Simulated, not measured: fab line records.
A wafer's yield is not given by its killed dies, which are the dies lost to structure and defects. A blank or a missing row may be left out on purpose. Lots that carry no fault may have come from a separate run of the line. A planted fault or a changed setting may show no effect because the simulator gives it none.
fab line records | flow n5-finfet
record lots=5 wafers=15 last-day=16
route steps=1938 shown GATE_CUT@495 MOL_CONTACT_COAG@517 PASSIVATION@1936
lots untouched by any fault: they come from a run of this same line in which no faults occurred
start-h: hours from the record's opening day to when the first of the lot's shown wafers began | wait-h: hours elapsed since this lot's preceding step | " the same as in the row above | L1.1+2: a single row standing in for several wafers | - no value present, or no start provided | * or withheld: withheld | < > ~ a bound
route shown NAME@n: names a module that has steps shown in the file, with the first one's number in the route | usual: average and standard deviation across the fault-free wafers | same: alike in all rows | chamber/n: place in a boat | sites: per-site readings | _std_site: the values' standard deviation | _edge_site: inner sites' mean taken away from outer sites' mean | radius-mm: for every site, how far away it sits from the centre of the wafer | mask NAME#n: copy n | behind: the tool/chamber that last shaped the wafer | hold: what put the lot on hold/how long, in hours/how the hold closed | device: names the non-switching transistor (n, p or np) | end of line: the tests these same wafers got at the end of their route | where a step has no rows: the recipe by itself | killed: dies that structure and defects cost at the first sort, which is not the same as the wafer's yield | map: a wafer's dies, marking killed ones x, the rest . and places with no die _
set.NAME: the setting as run; set.NAME@STEP: as run at that earlier step | model.NAME: the simulator's own value behind a step, which no gauge read
lots seen at some steps along the route; tables by step, rows by wafer
services: from which hour (start-h, from the record's first day; less than 0 if before it) a tool's chamber was out of use, for how many hours, and why
## steps
# step N5_GATE_CUT_STRIP_39
# recipe chemistry=N2/H2 temp-c=40 n2-flow-sccm=200 h2-flow-sccm=200 rf-frequency-hz=6e+07
# step N5_GATE_CUT_HM_OPEN_40
# recipe chemistry=C4F6/O2 target=SiO2 mask-material=SiARC target-depth-a=1390 time-s=85.1 ion-energy-ev=250 pressure-mtorr=30 source-w=345 bias-w=185 Ar_flow_sccm=300 C4F6_flow_sccm=10 O2_flow_sccm=10 ends=cleared
# step N5_GATE_CUT_STRIP_41
# recipe chemistry=CF4 resist=SiARC power-w=300 bias-power-w=75 pressure-mtorr=50 cf4-flow-sccm=150 rf-frequency-hz=6e+07
# step N5_GATE_CUT_STRIP_42
# recipe chemistry=O2 power-w=400 temp-c=40 pressure-mtorr=30 rf-frequency-hz=6e+07 bias-power-w=0 overash-fraction=0.3 o2-flow-sccm=225
# step N5_GATE_CUT_ETCH_19
# recipe chemistry=CH3F/O2 target=SiNx mask-material=SiO2 target-depth-a=537 time-s=76.7 pressure-mtorr=30 source-w=395 bias-w=73 Ar_flow_sccm=150 CH3F_flow_sccm=30 O2_flow_sccm=20 ion-energy-ev=120 ends=cleared
# step N5_GATE_CUT_CUT_ETCH_53
# recipe chemistry=SF6/Cl2 target=W mask-material=SiO2 target-depth-a=792 pressure-mtorr=8 icp-w=900 bias-w=80 SF6_flow_sccm=40 Cl2_flow_sccm=60 ends=cleared
# step N5_GATE_CUT_CUT_ETCH_54
# recipe chemistry=Cl2/BCl3 target=TiN mask-material=SiO2 target-depth-a=967 pressure-mtorr=10 icp-w=1000 bias-w=126 Cl2_flow_sccm=53.25 bcl3-flow-sccm=21.75 Ar_flow_sccm=25 ends=cleared
# step N5_GATE_CUT_CUT_ETCH_55
# recipe chemistry=BCl3 target=HfO2 mask-material=SiO2 target-depth-a=32 ion-energy-ev=30 pressure-mtorr=5 icp-w=450 bias-w=18 bcl3-flow-sccm=80
# step N5_GATE_CUT_ETCH_47
# recipe chemistry=Cl2/BCl3 target=SiO2 target-depth-a=100 pressure-mtorr=10 icp-w=1000 bias-w=126 Cl2_flow_sccm=53.25 bcl3-flow-sccm=21.75 Ar_flow_sccm=25
# step N5_GATE_CUT_VAPOR_ETCH_48
# recipe chemistry=BCl3/Cl2 target=TiN mode=isotropic
# step N5_GATE_CUT_VAPOR_ETCH_49
# recipe chemistry=BCl3/Cl2 target=TiAlC mode=isotropic
# step N5_GATE_CUT_VAPOR_ETCH_51
# recipe chemistry=BCl3/Cl2 target=HfO2 mode=isotropic
# step N5_GATE_CUT_STRIP_21
# recipe chemistry=N2/H2 time-s=30 power-w=1000 temp-c=250 pressure-mtorr=withheld n2-flow-sccm=1750 h2-flow-sccm=3250
# usual drypump-motor-current-A=5.6/0.36 heater-power-w=374/20
# columns lot.wafer tool chamber start-h wait-h drypump-motor-current-A heater-power-w rf-hours-counter-h
L545.1 plasma-asher-02 1 117.03 0.0 5.4 364 46
L545.3 " 1 " " 5.4 361 -
L545.5 " 1 " " 5.4 359 -
L550.1 plasma-asher-01 1 146.85 0.0 6.1 398 96
L550.2 " 0 " " 5.1 351 96
L550.5 " 0 " " 5.1 361 -
L556.4 plasma-asher-02 0 179.39 0.4 5.6 390 -
L556.5 " 0 " " 5.7 381 -
L556.6 " 1 " " 5.4 354 -
L557.3 plasma-asher-02 0 185.14 0.1 5.6 382 -
L557.4 " 1 " " 5.4 354 -
L557.5 " 1 " " 5.4 363 -
L558.1 plasma-asher-02 1 189.55 0.2 5.4 363 61
L558.2 " 0 " " 5.6 376 61
L558.3 " 0 " " 5.6 378 -
# step N5_GATE_CUT_STRIP_29
# recipe chemistry=post-etch-residue-remover time-s=60 temp-c=25 remover-ph=withheld remover-water-wt-pct=withheld remover-fluoride-wt-pct=withheld
# step N5_GATE_CUT_SRD_52
# recipe dry=ipa-marangoni time-s=30 temp-c=23 rinse-liquid=diw
# step N5_GATE_CUT_ALD_22
# recipe material=SiNx target-thk-a=160 temp-c=400 ald-precursor-family=SiH2I2 ald-co-reactant=N2/H2-plasma pulse-time-s=1 ald-cycles=320 purge-time-s=2 co-reactant-purge-time-s=2 pressure-torr=2
# step N5_GATE_CUT_CMP_23
# recipe stop-on=SiO2 t-overpolish-s=23.4 post-cmp-clean=alkaline-brush down-force-psi=2.5 platen-rpm=51.8 pad-velocity-m-s=1.0307 target-thk-nm=16
# step N5_GATE_CUT_CMP_43
# recipe material=SiO2 post-cmp-clean=rinse-only
# step N5_GATE_CUT_CMP_61
# recipe stop-on=SiNx t-overpolish-s=3 post-cmp-clean=alkaline-brush down-force-psi=4 platen-rpm=27.09 pad-velocity-m-s=0.539
# step N5_MOL_CONTACT_COAG_COAT_103
# recipe resist=SOC temp-c=250 time-s=60 spin-rpm=1500 resist-thk-nm=80
# step N5_MOL_CONTACT_COAG_COAT_104
# recipe resist=SiARC temp-c=220 time-s=60 spin-rpm=1500 resist-thk-nm=12
# step N5_MOL_CONTACT_COAG_COAT_58
# recipe resist=underlayer temp-c=205 time-s=60 spin-rpm=1500 resist-thk-nm=10
# step N5_MOL_CONTACT_COAG_COAT_02
# recipe resist=CAR-EUV spin-rpm=1500 resist-thk-nm=30
# step N5_MOL_CONTACT_COAG_EBR_04
# recipe solvent=PGMEA ebr-width-mm=1.5
# step N5_MOL_CONTACT_COAG_SOFTBAKE_03
# recipe temp-c=110 time-s=60 resist=CAR-EUV
# step N5_MOL_CONTACT_COAG_EXPOSE_05
# recipe mask-id=CA na=0.33 source-shape=annular sigma-inner=0.4 sigma-outer=0.8 polarization=unpolarized defocus-nm=0 dose-mj=38.25
# step N5_MOL_CONTACT_COAG_PEB_06
# recipe peb-temp-c=100 peb-time-s=60 resist=CAR-EUV
# step N5_MOL_CONTACT_COAG_DEVELOP_07
# recipe develop-time-s=30 developer=TMAH resist=CAR-EUV rinse-liquid=surfactant-rinse dry=air-spin dev-temp-c=23
# step N5_MOL_CONTACT_COAG_DESCUM_13
# recipe chemistry=O2 time-s=7 source-power-w=50 bias-power-w=20 pressure-mtorr=20 rf-frequency-hz=2.712e+07 temp-c=40 resist=CAR-EUV o2-flow-sccm=225
# step N5_MOL_CONTACT_COAG_ETCH_59
# recipe chemistry=N2/H2 target=underlayer target-depth-a=130 mask-material=CAR-EUV time-s=10.4 ion-energy-ev=200 pressure-mtorr=30 source-w=840 bias-w=150 n2-flow-sccm=200 h2-flow-sccm=200 ends=cleared
# step N5_MOL_CONTACT_COAG_ETCH_105
# recipe chemistry=CF4 target=SiARC target-depth-a=156 mask-material=CAR-EUV time-s=26 ion-energy-ev=80 pressure-mtorr=40 source-w=545 bias-w=36 Ar_flow_sccm=100 cf4-flow-sccm=100 ends=cleared
# step N5_MOL_CONTACT_COAG_ETCH_106
# recipe chemistry=N2/H2 target=SOC target-depth-a=800 overetch-a=160 mask-material=SiARC temp-c=40 time-s=120 ion-energy-ev=200 pressure-mtorr=30 source-w=840 bias-w=150 n2-flow-sccm=200 h2-flow-sccm=200
# step N5_MOL_CONTACT_COAG_STRIP_107
# recipe chemistry=N2/H2 temp-c=40 n2-flow-sccm=200 h2-flow-sccm=200 rf-frequency-hz=6e+07
# step N5_MOL_CONTACT_COAG_STRIP_108
# recipe chemistry=N2/H2 temp-c=40 n2-flow-sccm=200 h2-flow-sccm=200 rf-frequency-hz=6e+07
# step N5_MOL_CONTACT_COAG_CONTACT_ETCH_14
# recipe chemistry=C4F6/O2 target=SiO2 target-depth-a=275 overetch-a=85 mask-material=SOC pressure-mtorr=30 source-w=370 bias-w=185 Ar_flow_sccm=300 C4F6_flow_sccm=16 O2_flow_sccm=10 time-s=20 ion-energy-ev=259.6
# step N5_MOL_CONTACT_COAG_STRIP_109
# recipe chemistry=C4F6/O2 resist=SiARC rf-frequency-hz=6e+07
# step N5_PASSIVATION_PROBE_49
# usual defect-limited-yield=91.7/1.7 killed_at_M0_to_M3=34/10 killed_at_M4_up=13/5.1 killed-at-contacts=12/6.2 killed-at-front-end=36/12 killed-at-other=3.2/2.6 killed-dies=98/20 killed-on-rim=13/4.5 killed-open=65/13 killed-short=32/8.4 sort_bin_5_function=4.8/1.1 sort_bin_6_memory=3.2/0.74 sort-n-pass=1082/20 sort-yield-pct=91.7/1.7
# same gross-dies=1180 killed-at-back-side=0 sort_bin_4_leakage[%]=0 sort_bin_8_speed[%]=0
# columns lot.wafer tool chamber start-h wait-h defect-limited-yield[%] killed_at_M0_to_M3 killed_at_M4_up killed-at-contacts killed-at-front-end killed-at-other killed-dies killed-on-rim killed-open killed-short sort_bin_5_function[%] sort_bin_6_memory[%] sort-n-pass sort-yield-pct[%]
L545.1 prober-01 - 308.72 0.0 91.9 31 28 9 27 0 95 8 65 29 4.2 3.8 1085 91.9
L545.3 prober-01 - 308.82 0.1 92.6 25 24 8 28 2 87 19 58 29 5.2 2.1 1093 92.6
L545.5 prober-01 - 308.92 0.2 90.9 35 22 7 42 1 107 16 72 34 4.8 4.1 1073 90.9
L550.1 prober-02 - 345.14 0.0 90.9 37 12 22 32 4 107 12 80 27 5.8 3.1 1073 90.9
L550.5 prober-02 - 345.34 0.2 91.8 36 15 20 18 8 97 17 69 28 4.8 3.0 1083 91.8
L556.4 prober-02 - 368.55 0.2 84.6 43 13 13 107 6 182 25 77 28 8.8 5.4 998 84.6
L556.5 prober-02 - 368.60 0.2 85.8 18 13 17 118 2 168 28 64 31 9.4 3.6 1012 85.8
L556.6 prober-02 - 368.65 0.3 87.1 37 36 7 69 3 152 28 68 36 7.6 4.2 1028 87.1
L558.1 prober-02 - 376.49 0.0 85.3 35 7 18 110 3 173 33 81 43 8.5 4.5 1007 85.3
L558.2 prober-02 - 376.54 0.1 82.5 41 14 7 142 3 207 29 78 41 11.0 5.0 973 82.5
L558.3 prober-02 - 376.59 0.1 85.6 38 10 7 112 3 170 22 65 24 9.7 3.6 1010 85.6
L557.3 prober-01 - 376.59 0.1 83.4 22 25 13 127 9 196 26 75 40 10.6 5.1 984 83.4
L557.4 prober-01 - 376.64 0.2 88.4 35 11 9 81 1 137 22 63 28 7.5 3.5 1043 88.4
L557.5 prober-01 - 376.69 0.2 85.3 32 18 17 101 5 173 32 86 41 9.5 4.2 1007 85.3
# killed by level:class
L545.1 BEOL_M4:geometric-particle:open=13 MOL_CONTACT_COAG:geometric-particle:open=8 BEOL_M3:geometric-particle:open=7 BEOL_M0_SAQP:geometric-particle:open=6 BEOL_M2:geometric-particle:open=5 STI_FIN_REVEAL:geometric-particle:open=4 ILD0:geometric-particle:open=4 BEOL_M0_SAQP:geometric-particle:short=4
L545.3 BEOL_M4:geometric-particle:open=14 BEOL_M0_SAQP:geometric-particle:short=9 MOL_CONTACT_COAG:geometric-particle:open=8 BEOL_M0_SAQP:geometric-particle:open=8 STI_FIN_REVEAL:geometric-particle:open=7 DUMMY_GATE:geometric-particle:open=5 GATE_CUT:geometric-particle:short=3 BEOL_M2:geometric-particle:open=3
L545.5 BEOL_M3:geometric-particle:open=10 BEOL_M4:geometric-particle:open=10 FIN_SAQP:geometric-particle:open=9 BEOL_M0_SAQP:geometric-particle:short=7 MOL_CONTACT_COAG:geometric-particle:open=6 FIN_SAQP:geometric-particle:short=5 STI_FIN_REVEAL:geometric-particle:open=5 DUMMY_GATE:geometric-particle:open=5
L550.1 MOL_CONTACT_COAG:geometric-particle:open=18 BEOL_M0_SAQP:geometric-particle:open=9 BEOL_M1:geometric-particle:open=9 BEOL_M0_SAQP:geometric-particle:short=8 FIN_SAQP:geometric-particle:open=7 STARTING-WAFER:geometric-particle:open=7 BEOL_M4:geometric-particle:open=7 STI_FIN_REVEAL:geometric-particle:open=4
L550.5 MOL_CONTACT_COAG:geometric-particle:open=16 BEOL_M0_SAQP:geometric-particle:open=7 BEOL_M1:geometric-particle:open=7 BEOL_M2:geometric-particle:open=6 BEOL_M4:geometric-particle:open=6 FIN_SAQP:geometric-particle:short=5 FIN_SAQP:geometric-particle:open=5 DUMMY_GATE:geometric-particle:open=5
L556.4 GATE_CUT:unspecified=77 FIN_SAQP:geometric-particle:open=14 MOL_CONTACT_COAG:geometric-particle:open=12 BEOL_M0_SAQP:geometric-particle:open=12 BEOL_M2:geometric-particle:open=8 BEOL_M3:geometric-particle:open=7 BEOL_M4:geometric-particle:open=7 FIN_SAQP:geometric-particle:short=6
L556.5 GATE_CUT:unspecified=73 STI_FIN_REVEAL:geometric-particle:open=17 MOL_CONTACT_COAG:geometric-particle:open=13 FIN_SAQP:geometric-particle:short=12 BEOL_M0_SAQP:geometric-particle:open=7 BEOL_M4:geometric-particle:open=7 BEOL_M3:geometric-particle:open=5 FIN_SAQP:geometric-particle:open=4
L556.6 GATE_CUT:unspecified=47 BEOL_M4:geometric-particle:open=23 BEOL_M0_SAQP:geometric-particle:short=13 BEOL_M0_SAQP:geometric-particle:open=11 STARTING-WAFER:geometric-particle:short=6 MOL_CONTACT_COAG:geometric-particle:open=5 DUMMY_GATE:geometric-particle:open=4 BEOL_M3:geometric-particle:open=4
L558.1 GATE_CUT:unspecified=43 BEOL_M2:geometric-particle:open=15 FIN_SAQP:geometric-particle:short=14 MOL_CONTACT_COAG:geometric-particle:open=13 STI_FIN_REVEAL:geometric-particle:open=12 FIN_SAQP:geometric-particle:open=10 GATE_CUT:geometric-particle:short=8 BEOL_M0_SAQP:geometric-particle:open=7
L558.2 GATE_CUT:unspecified=88 BEOL_M2:geometric-particle:open=13 GATE_CUT:geometric-particle:short=10 BEOL_M0_SAQP:geometric-particle:open=10 FIN_SAQP:geometric-particle:short=9 FIN_SAQP:geometric-particle:open=7 STI_FIN_REVEAL:geometric-particle:open=7 BEOL_M4:geometric-particle:open=6
L557.3 GATE_CUT:unspecified=81 MOL_CONTACT_COAG:geometric-particle:open=11 STI_FIN_REVEAL:geometric-particle:open=10 GATE_CUT:geometric-particle:short=9 BEOL_M5:geometric-particle:open=8 BEOL_M2:geometric-particle:open=7 BEOL_M4:geometric-particle:open=7 FIN_SAQP:geometric-particle:short=6
L558.3 GATE_CUT:unspecified=81 BEOL_M0_SAQP:geometric-particle:open=13 STI_FIN_REVEAL:geometric-particle:open=8 BEOL_M0_SAQP:geometric-particle:short=7 MOL_CONTACT_COAG:geometric-particle:open=6 GATE_CUT:geometric-particle:short=6 BEOL_M1:geometric-particle:open=6 BEOL_M4:geometric-particle:open=6
L557.4 GATE_CUT:unspecified=44 GATE_CUT:geometric-particle:short=9 BEOL_M3:geometric-particle:open=9 GATE_CUT:geometric-particle:open=8 MOL_CONTACT_COAG:geometric-particle:open=7 BEOL_M2:geometric-particle:open=7 STI_FIN_REVEAL:geometric-particle:open=6 BEOL_M0_SAQP:geometric-particle:open=5
L557.5 GATE_CUT:unspecified=45 MOL_CONTACT_COAG:geometric-particle:open=14 FIN_SAQP:geometric-particle:open=13 STI_FIN_REVEAL:geometric-particle:open=9 BEOL_M2:geometric-particle:open=9 BEOL_M4:geometric-particle:open=9 FIN_SAQP:geometric-particle:short=8 GATE_CUT:geometric-particle:short=7
# map L556.4 (x killed, . not)
_________________............________________
______________.....x............_____________
___________.............x..........__________
__________....x...........x....x...._________
________................x.........x..x_______
_______...............x...........x.x..______
______.........x..x....................._____
_____........x......x....x..x............____
____x...........................x..x......___
___........................................__
___x.............xx..................x.....__
__...x......................................_
__.............................x.x....x...x._
_......x.....x..xx.........x..x.x..........x.
_...........x.......x..............xx.x......
_....x...........................x.......x...
_........x.....x...................x.........
_..x.xxx.....x........x......................
_.x.xxxxxxxx...x.x.x.x.......x.x......x..xx..
_.x.xxxx..xxx.....xx.........................
_xxxxxxxxxxxx.x.........x.........x........x.
__xxxxxxxx.x.....x..............x.x........x_
__.xxxxxxxx..x.........................x...._
___xxxxxxxx.x............xx...x............__
___xxxxxxxx....x.......x.x....x.x..........__
____xxxxx...............x........x.x......___
_____.x..xx...............x..............____
______.x.........x......x...........x..._____
_______.x...x...xx......x..xx.x......xx______
________...x..x................x......_______
__________.......x................x._________
___________...x...........x......x.__________
______________................x._____________
_________________...........x________________
# map L557.3 (x killed, . not)
_________________........x...________________
______________.....x.....x..x..._____________
___________x..x..........x...x.....__________
__________.........................x_________
________....x........................._______
_______..x..........................x..______
______..x......x......x.....x..........._____
_____....x........x.............x........____
____..x....x.....x...........x...........x___
___...........x............x...x...........__
___.........x...........x....xx..x.x...x..x__
__..x.............x....x........x..........._
__............x....x...............x....x..._
_.....x.....x.......x........x..x.....x......
_............................................
_.......x.....xx....xx.........x...........x.
_.......x...xx....xx....x..x..............x..
_x.x..x...x............................x.....
_..xxxxxx.xx..........xx.............xx..x...
_x.xxxxxxxxx..x...x...x.....x.....xx.........
_xxxxxxxx.x.........xxxx.......x.............
__xxxxxxxxxx.....xx...........xx...x........_
__xxxxxxxxxxx.x............x.............x.._
___xxxxxxxx.x..............................__
___xxxxxxxx...........xx...................__
____xxxxxx..x.......x...........x.x..x....___
_____.x.xx......x.......x...x..x.........____
______...x........................x....._____
_______...xx...........................______
________.....x....xx.................._______
__________.....xx...x.x...........x._________
___________...x...........x......x.__________
______________.x................_____________
_________________...x.x......________________
## services
# columns tool chamber start-h hours kind
plasma-asher-01 - 178.73 7.2 repair
## key
first-sign step=N5_PASSIVATION_PROBE_49 reading=killed-at-front-end direction=up sigmas=6 usual=36 struck=107
effect step=N5_PASSIVATION_PROBE_49 reading=defect-limited-yield direction=down sigmas=3.8 usual=91.7 struck=85.3 wafers-moved=8
more-kills-born-at N5_GATE_CUT_STRIP_21@plasma-asher-02=579
met-at N5_GATE_CUT_STRIP_21
struck-wafers L556.4,L556.5,L556.6,L557.3,L557.4,L557.5,L558.1,L558.2,L558.3
onset-between 117.03 179.39
also-fits time
fault kind=chamber-particle-source tool=plasma-asher-02 chamber=- onset-h=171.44 steps=N5_GATE_CUT_STRIP_21 rate-per-visit-cm2=0.3873 end-h=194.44
